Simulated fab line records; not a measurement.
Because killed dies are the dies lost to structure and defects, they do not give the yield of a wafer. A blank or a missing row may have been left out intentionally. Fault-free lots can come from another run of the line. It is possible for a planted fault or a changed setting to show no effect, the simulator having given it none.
Chamber matching -- flow nandHarc -- cmp-02 running NHARC_P_BONDPAD_CMP_32: 4 sister chambers
The step polishes SiCN, target thk 200 nm. 14 wafers are shown with their chamber, then 7 later ones without.

== WAFERS PAIRED WITH THEIR CHAMBERS ==
wafer,chamber,motorCurrentA (A),slurryFilterDpKPa (kPa),retainingRingPressureFrac
L076.2,2,11.4,13.56,1.002
L076.5,0,12.0,13.36,0.999
L076.6,1,12.9,13.60,0.992
L075.3,2,11.5,13.52,1.001
L075.4,3,13.1,13.48,1.005
L075.5,1,12.8,13.29,1.000
L077.3,1,12.6,13.30,1.006
L077.5,3,12.8,13.61,0.996
L077.6,0,12.0,13.28,0.997
L080.1,1,12.6,13.66,0.994
L080.5,2,11.8,13.47,0.993
L080.6,3,12.5,13.46,0.995
L084.1,3,12.9,13.26,0.996
L084.5,2,11.3,13.48,1.007

SIGNATURES (averages over the wafers above)
reading,chamber 0,chamber 1,chamber 2,chamber 3,scatter within a chamber
motorCurrentA,12.000,12.725,11.500,12.825,0.199
slurryFilterDpKPa,13.3200,13.4625,13.5075,13.4525,0.136
retainingRingPressureFrac,0.99800,0.99800,1.00075,0.99800,0.00537
Rule: a wafer lies at a distance from a chamber equal to the root of the sum of squares, over the readings, of (its reading less the chamber's mean, divided by the reading's scatter). If the next closest chamber is less than 2 further off than the closest, the wafer can't be placed; otherwise it belongs to the closest. The scatter: the root of (the sum of the squares of (reading less its chamber's mean) over the shown wafers, divided by (wafers less chambers)).

== WAFERS WITHOUT THEIR CHAMBER ==
wafer,motorCurrentA (A),slurryFilterDpKPa (kPa),retainingRingPressureFrac
L084.6,12.5,13.52,1.001
L087.2,11.5,13.49,0.994
L087.3,12.2,13.34,0.991
L087.5,12.6,13.56,1.001
L092.1,12.6,13.64,1.000
L092.4,11.3,13.22,0.994
L092.6,12.8,13.32,1.011

== WHICH CHAMBER EACH WENT THROUGH ==
wafer,from the rows above,in truth
L084.6,can't be placed: 1 or 3 or 0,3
L087.2,can't be placed: 2 or 0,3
L087.3,can't be placed: 0 or 1 or 3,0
L087.5,can't be placed: 1 or 3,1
L092.1,can't be placed: 1 or 3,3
L092.4,can't be placed: 2 or 0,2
L092.6,can't be placed: 3 or 1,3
Correctly placed: 0 of 7. Can't be placed from these rows: 7 (the true chamber is among the candidates in 6). 0 placed wrongly.
